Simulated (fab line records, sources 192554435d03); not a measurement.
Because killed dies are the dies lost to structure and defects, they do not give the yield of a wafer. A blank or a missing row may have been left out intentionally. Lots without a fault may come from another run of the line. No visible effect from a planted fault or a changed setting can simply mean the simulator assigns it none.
What tool caused it?    flow n5Finfet    36 wafers from 12 lots sampled at 5 of the route's 1938 steps

## WHAT EACH GAUGE READ, for each wafer
N5_BEOL_M8_INSPECT_58: inspects for defects (darkfield).
lot   measured      on                rawDefectCount
L075  day 9 16:10   defectInspect-01  51 80 85
L080  day 11 04:28  defectInspect-02  93 63 114
L077  day 11 06:57  defectInspect-02  80 77 64
L082  day 11 08:59  defectInspect-01  74 127 90
L081  day 11 17:45  defectInspect-02  87 59 54
L085  day 12 18:23  defectInspect-01  52 75 42
L088  day 13 07:34  defectInspect-02  63 46 65
L089  day 14 00:14  defectInspect-02  66 67 70
L091  day 14 08:29  defectInspect-02  77 100 74
L093  day 14 16:24  defectInspect-02  91 50 81
L095  day 15 04:34  defectInspect-02  72 52 43
L097  day 16 00:54  defectInspect-02  80 55 71

## EACH LOT AND THE TOOL THAT RAN IT (in order: tool; ch and the chambers of the sampled wafers; start)
lot   N5_BEOL_M8_ILD_DEP_00            N5_BEOL_M8_HM_DEP_02         N5_BEOL_M8_ALD_77                   N5_BEOL_M8_SURFACE_TREAT_79
L075  pecvd-03 ch 0,1,2, day 9 08:29   pvdSputter-01, day 9 12:07   aldMetal-03 ch 1,2, day 9 14:43     pvdSputter-03, day 9 15:00
L080  pecvd-04 ch 1,2, day 10 22:56    pvdSputter-03, day 10 23:58  aldMetal-04 ch 0,1, day 11 02:42    pvdSputter-03, day 11 03:01
L077  pecvd-03 ch 1,2, day 11 00:00    pvdSputter-02, day 11 01:43  aldMetal-02 ch 0,2,3, day 11 05:25  pvdSputter-01, day 11 05:44
L082  pecvd-03 ch 1,2, day 11 00:37    pvdSputter-03, day 11 02:10  aldMetal-02 ch 0,1,2, day 11 07:23  pvdSputter-02, day 11 07:47
L081  pecvd-01 ch 0,1,2, day 11 10:20  pvdSputter-01, day 11 12:16  aldMetal-02 ch 0,3, day 11 14:59    pvdSputter-02, day 11 16:23
L085  pecvd-04 ch 0,1,2, day 12 10:29  pvdSputter-03, day 12 12:31  aldMetal-04 ch 1,2, day 12 16:46    pvdSputter-02, day 12 17:04
L088  pecvd-01 ch 0,1,2, day 12 22:26  pvdSputter-02, day 13 02:12  aldMetal-02 ch 0,1,3, day 13 05:27  pvdSputter-01, day 13 05:46
L089  pecvd-01 ch 0,1,2, day 13 17:16  pvdSputter-01, day 13 18:31  aldMetal-03 ch 0,2,3, day 13 22:15  pvdSputter-01, day 13 22:33
L091  pecvd-01 ch 0,1,2, day 14 00:46  pvdSputter-03, day 14 01:59  aldMetal-04 ch 0,2, day 14 06:47    pvdSputter-01, day 14 07:05
L093  pecvd-01 ch 0,1,2, day 14 05:56  pvdSputter-01, day 14 06:56  aldMetal-02 ch 0,2, day 14 12:50    pvdSputter-02, day 14 15:05
L095  pecvd-01 ch 0,1, day 14 22:58    pvdSputter-02, day 15 00:20  aldMetal-04 ch 0,2,3, day 15 03:08  pvdSputter-02, day 15 03:25
L097  pecvd-04 ch 0,2, day 15 10:02    pvdSputter-01, day 15 13:18  aldMetal-03 ch 0,2, day 15 23:20    pvdSputter-02, day 15 23:41
- N5_BEOL_M8_ILD_DEP_00: deposits SiCOH lowk from DEMS/porogen, target thk 179.75 nm, time 33.4 s.
- N5_BEOL_M8_HM_DEP_02: deposits TiN, target thk 20 nm.
- N5_BEOL_M8_ALD_77: deposits TaN, target thk 2 nm, pulse time 2 s, purge time 3 s.
- N5_BEOL_M8_SURFACE_TREAT_79

## THE ANSWER, worked out from the rows above alone
Rule: what is usual is taken from the lots themselves. The widest of any qualifying gaps counts: lots, ordered by their means at a reading, are off when they make up no more than a third of the lots, leave a main group of 4 or more, and stand apart from it by 3 or more times the standard deviation of that group's means. If all means in a main group match to the digits the tables above print for the reading, that group is not used. Also off: a lot with no number at a reading for which 4 or more lots have one. The other lots that the step has rows for count as sound.
No lot is off at any reading shown: from this, nothing can be told.

## WHAT THE SIMULATOR PUT IN
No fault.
